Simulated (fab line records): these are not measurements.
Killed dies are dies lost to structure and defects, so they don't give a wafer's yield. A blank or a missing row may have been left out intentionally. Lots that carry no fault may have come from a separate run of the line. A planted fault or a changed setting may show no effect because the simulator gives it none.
Split-lot trial || flow n5_finfet || 21 wafers read from 7 lots, route of 1938 steps

THE SPLIT ITSELF
At N5_BEOL_M9_COAT_05 (resist thk 90 nm), the setting spin_rpm was moved away from the recipe's 1500 rpm on 9 of the 21 wafers read, by -9.6% to +11.1%. For the rest of the wafers, this setting stayed at what the recipe calls for.

FROM THE SPLIT TO THE READING: what the file shows between them, 3 steps
- N5_BEOL_M9_EBR_07
- N5_BEOL_M9_SOFTBAKE_06: time 60 s
- N5_BEOL_M9_DESCUM_16: chemistry O2, time 7.9 s

THE READING
CAR-ArF_of_BEOL_M9_COAT_05.thk_nm (the simulator's own value, which no gauge read), in nm, at N5_BEOL_M9_ETCH_61 (etches SiARC in CF4, target depth 39 nm, time 65 s). The file gives no usual value for it. The 12 wafers here that ran the recipe average 55.7 nm, standard deviation 0.22 nm.

{"wafer": "L077.2", "tool, chamber at the split": "litho_track-03, 0", "spin_rpm as run, rpm": 1542, "against the recipe": "+2.8%", "CAR-ArF_of_BEOL_M9_COAT_05.thk_nm, nm": 53.8, "against lot-mates on the recipe": -1.6}
{"wafer": "L077.4", "tool, chamber at the split": "litho_track-03, 0", "spin_rpm as run, rpm": 1542, "against the recipe": "+2.8%", "CAR-ArF_of_BEOL_M9_COAT_05.thk_nm, nm": 54.2, "against lot-mates on the recipe": -1.2}
{"wafer": "L077.5", "tool, chamber at the split": "litho_track-03, 0", "spin_rpm as run, rpm": 1500, "against the recipe": "recipe", "CAR-ArF_of_BEOL_M9_COAT_05.thk_nm, nm": 55.4, "against lot-mates on the recipe": "-"}
{"wafer": "L079.1", "tool, chamber at the split": "litho_track-05, 0", "spin_rpm as run, rpm": 1597, "against the recipe": "+6.5%", "CAR-ArF_of_BEOL_M9_COAT_05.thk_nm, nm": 52.6, "against lot-mates on the recipe": -3.1}
{"wafer": "L079.5", "tool, chamber at the split": "litho_track-05, 0", "spin_rpm as run, rpm": 1500, "against the recipe": "recipe", "CAR-ArF_of_BEOL_M9_COAT_05.thk_nm, nm": 55.8, "against lot-mates on the recipe": "-"}
{"wafer": "L079.6", "tool, chamber at the split": "litho_track-05, 0", "spin_rpm as run, rpm": 1500, "against the recipe": "recipe", "CAR-ArF_of_BEOL_M9_COAT_05.thk_nm, nm": 55.6, "against lot-mates on the recipe": "-"}
{"wafer": "L082.1", "tool, chamber at the split": "litho_track-05, 0", "spin_rpm as run, rpm": 1500, "against the recipe": "recipe", "CAR-ArF_of_BEOL_M9_COAT_05.thk_nm, nm": 55.8, "against lot-mates on the recipe": "-"}
{"wafer": "L082.2", "tool, chamber at the split": "litho_track-05, 0", "spin_rpm as run, rpm": 1500, "against the recipe": "recipe", "CAR-ArF_of_BEOL_M9_COAT_05.thk_nm, nm": 55.8, "against lot-mates on the recipe": "-"}
{"wafer": "L082.5", "tool, chamber at the split": "litho_track-05, 0", "spin_rpm as run, rpm": 1500, "against the recipe": "recipe", "CAR-ArF_of_BEOL_M9_COAT_05.thk_nm, nm": 55.8, "against lot-mates on the recipe": "-"}
{"wafer": "L085.1", "tool, chamber at the split": "litho_track-03, 0", "spin_rpm as run, rpm": 1356, "against the recipe": "-9.6%", "CAR-ArF_of_BEOL_M9_COAT_05.thk_nm, nm": 60.4, "against lot-mates on the recipe": "+5.0"}
{"wafer": "L085.5", "tool, chamber at the split": "litho_track-03, 0", "spin_rpm as run, rpm": 1500, "against the recipe": "recipe", "CAR-ArF_of_BEOL_M9_COAT_05.thk_nm, nm": 55.4, "against lot-mates on the recipe": "-"}
{"wafer": "L085.6", "tool, chamber at the split": "litho_track-03, 0", "spin_rpm as run, rpm": 1356, "against the recipe": "-9.6%", "CAR-ArF_of_BEOL_M9_COAT_05.thk_nm, nm": 60.2, "against lot-mates on the recipe": "+4.8"}
{"wafer": "L089.1", "tool, chamber at the split": "litho_track-02, 0", "spin_rpm as run, rpm": 1500, "against the recipe": "recipe", "CAR-ArF_of_BEOL_M9_COAT_05.thk_nm, nm": 55.8, "against lot-mates on the recipe": "-"}
{"wafer": "L089.2", "tool, chamber at the split": "litho_track-02, 0", "spin_rpm as run, rpm": 1500, "against the recipe": "recipe", "CAR-ArF_of_BEOL_M9_COAT_05.thk_nm, nm": 55.8, "against lot-mates on the recipe": "-"}
{"wafer": "L089.6", "tool, chamber at the split": "litho_track-02, 0", "spin_rpm as run, rpm": 1500, "against the recipe": "recipe", "CAR-ArF_of_BEOL_M9_COAT_05.thk_nm, nm": 55.6, "against lot-mates on the recipe": "-"}
{"wafer": "L093.4", "tool, chamber at the split": "litho_track-05, 0", "spin_rpm as run, rpm": 1500, "against the recipe": "recipe", "CAR-ArF_of_BEOL_M9_COAT_05.thk_nm, nm": 56, "against lot-mates on the recipe": "-"}
{"wafer": "L093.5", "tool, chamber at the split": "litho_track-05, 0", "spin_rpm as run, rpm": 1654, "against the recipe": "+10.3%", "CAR-ArF_of_BEOL_M9_COAT_05.thk_nm, nm": 52, "against lot-mates on the recipe": -4.0}
{"wafer": "L093.6", "tool, chamber at the split": "litho_track-05, 0", "spin_rpm as run, rpm": 1654, "against the recipe": "+10.3%", "CAR-ArF_of_BEOL_M9_COAT_05.thk_nm, nm": 51.8, "against lot-mates on the recipe": -4.2}
{"wafer": "L095.1", "tool, chamber at the split": "litho_track-05, 0", "spin_rpm as run, rpm": 1667, "against the recipe": "+11.1%", "CAR-ArF_of_BEOL_M9_COAT_05.thk_nm, nm": 50.4, "against lot-mates on the recipe": -4.8}
{"wafer": "L095.4", "tool, chamber at the split": "litho_track-05, 0", "spin_rpm as run, rpm": 1667, "against the recipe": "+11.1%", "CAR-ArF_of_BEOL_M9_COAT_05.thk_nm, nm": 50.4, "against lot-mates on the recipe": -4.8}
{"wafer": "L095.2", "tool, chamber at the split": "litho_track-05, 0", "spin_rpm as run, rpm": 1500, "against the recipe": "recipe", "CAR-ArF_of_BEOL_M9_COAT_05.thk_nm, nm": 55.2, "against lot-mates on the recipe": "-"}

FIT RESULTS
A straight line over all 21 wafers: CAR-ArF_of_BEOL_M9_COAT_05.thk_nm changes by -0.448 nm for each +1% of spin_rpm; r = -0.99; the points scatter about the line by 0.38 nm.
The same after taking each lot's own level away (the mean of its wafers on the recipe; 21 wafers): -0.452 nm for each +1%; r = -0.99; scatter 0.26 nm.
Per that fit: largest spin_rpm move, reading shift of 5 nm.
From 55.20 to 56.00 nm: that is the span of the lots' own levels, equal to 3.6 times the standard deviation above.
The two slopes are in agreement: the lot-to-lot level therefore moves the slope only a little.
Check: for one of the wafers moved furthest among these (+11.1%), held out of the fit, the line's prediction against its lot-mates is -4.96 nm. Against them it came out at -4.8 nm.

THESE WAFERS: OTHER SPLITS
These wafers also went through other splits before the reading. Each is held against what the fit with the lots' levels taken away leaves over:
{"other split on the same wafers": "N5_BEOL_M8_EXPOSE_25 dose_mj", "wafers away from the commonest value": 10, "r with CAR-ArF_of_BEOL_M9_COAT_05.thk_nm (lot level and that fit taken away)": "+0.12"}
{"other split on the same wafers": "N5_BEOL_M9_HM_DEP_02 target_thk_a", "wafers away from the commonest value": 5, "r with CAR-ArF_of_BEOL_M9_COAT_05.thk_nm (lot level and that fit taken away)": -0.10}

THE WHOLE CHAIN: every reading that the file lists as answering this split, in the file's order
{"step": "N5_BEOL_M9_COAT_05", "what it does": "resist thk 90 nm", "reading": "CAR-ArF_of_BEOL_M9_COAT_05.thk_nm (the simulator's own value, which no gauge read)", "change (the file's fit)": "-0.444 nm for each +1% of the setting", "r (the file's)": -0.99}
{"step": "N5_BEOL_M9_ETCH_61", "what it does": "etches SiARC in CF4, target depth 39 nm, time 65 s", "reading": "CAR-ArF_of_BEOL_M9_COAT_05.thk_nm (the simulator's own value, which no gauge read)", "change (the file's fit)": "-0.449 nm for each +1% of the setting", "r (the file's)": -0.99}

FILE'S OWN FIT
CAR-ArF_of_BEOL_M9_COAT_05.thk_nm changes by -0.449 nm for each +1% of spin_rpm, r = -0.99.
